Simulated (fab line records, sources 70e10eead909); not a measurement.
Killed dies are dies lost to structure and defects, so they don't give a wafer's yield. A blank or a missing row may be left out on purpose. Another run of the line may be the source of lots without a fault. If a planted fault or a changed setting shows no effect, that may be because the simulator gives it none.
Chamber matching | flow nand-harc | cmp-01 running NHARC_P_CONTACT_CMP_24: 4 sister chambers
The step polishes, t overpolish 30 s, target thk 200 nm. 8 wafers are shown with their chamber, then 11 later ones without.

## WAFERS PAIRED WITH THEIR CHAMBERS
wafer  | chamber | motor-current-A (A) | time-to-endpoint-s (s)
L083.4 | 1       | 11.9                | 36.1
L084.1 | 2       | 10.7                | 37.6
L084.6 | 1       | 12.6                | 38.1
L088.2 | 0       | 12.2                | 38.7
L090.3 | 3       | 15.1                | 39.4
L090.4 | 0       | 11.6                | 39.3
L090.5 | 2       | 11.1                | 40.6
L092.2 | 3       | 14.0                | 36.1

## WAFERS WITH NO CHAMBER GIVEN
wafer  | motor-current-A (A) | time-to-endpoint-s (s)
L092.5 | 12.0                | 37.0
L092.6 | 12.5                | 40.6
L094.1 | 11.2                | 40.6
L094.3 | 11.8                | 40.7
L094.4 | 14.3                | 41.0
L096.4 | 14.6                | 41.3
L096.5 | 13.8                | 41.2
L096.6 | 11.9                | 43.7
L097.1 | 10.8                | 42.8
L097.2 | 13.2                | 40.1
L097.4 | 12.7                | 42.1

## CHAMBER TAKEN BY EACH
wafer  | from the rows above               | in truth
L092.5 | can't be placed: 1 or 0 or 2      | 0
L092.6 | can't be placed: 0 or 1 or 2      | 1
L094.1 | can't be placed: 2 or 0 or 1      | 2
L094.3 | can't be placed: 0 or 2 or 1      | 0
L094.4 | 3                                 | 3
L096.4 | 3                                 | 3
L096.5 | can't be placed: 3 or 1 or 0      | 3
L096.6 | can't be placed: 0 or 2 or 1      | 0
L097.1 | can't be placed: 2 or 0           | 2
L097.2 | can't be placed: 1 or 0 or 3 or 2 | 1
L097.4 | can't be placed: 0 or 1 or 2 or 3 | 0
Placed correctly: 2 of 11. From these rows, 9 cannot be placed; in 9 the true chamber is one of the candidates. 0 placed wrongly.
How it was worked out, from the rows above alone: a wafer's distance from a chamber is the root of the sum, over the readings, of the square of ((its reading less the chamber's mean) divided by the reading's scatter). The wafer belongs to the nearest chamber; if the next one is less than 2 further off, it can't be placed. Each chamber's mean is taken over the wafers shown for it. The scatter: take each reading less its chamber's mean, square it, sum over the shown wafers, divide by the number of wafers less the number of chambers, and take the root.
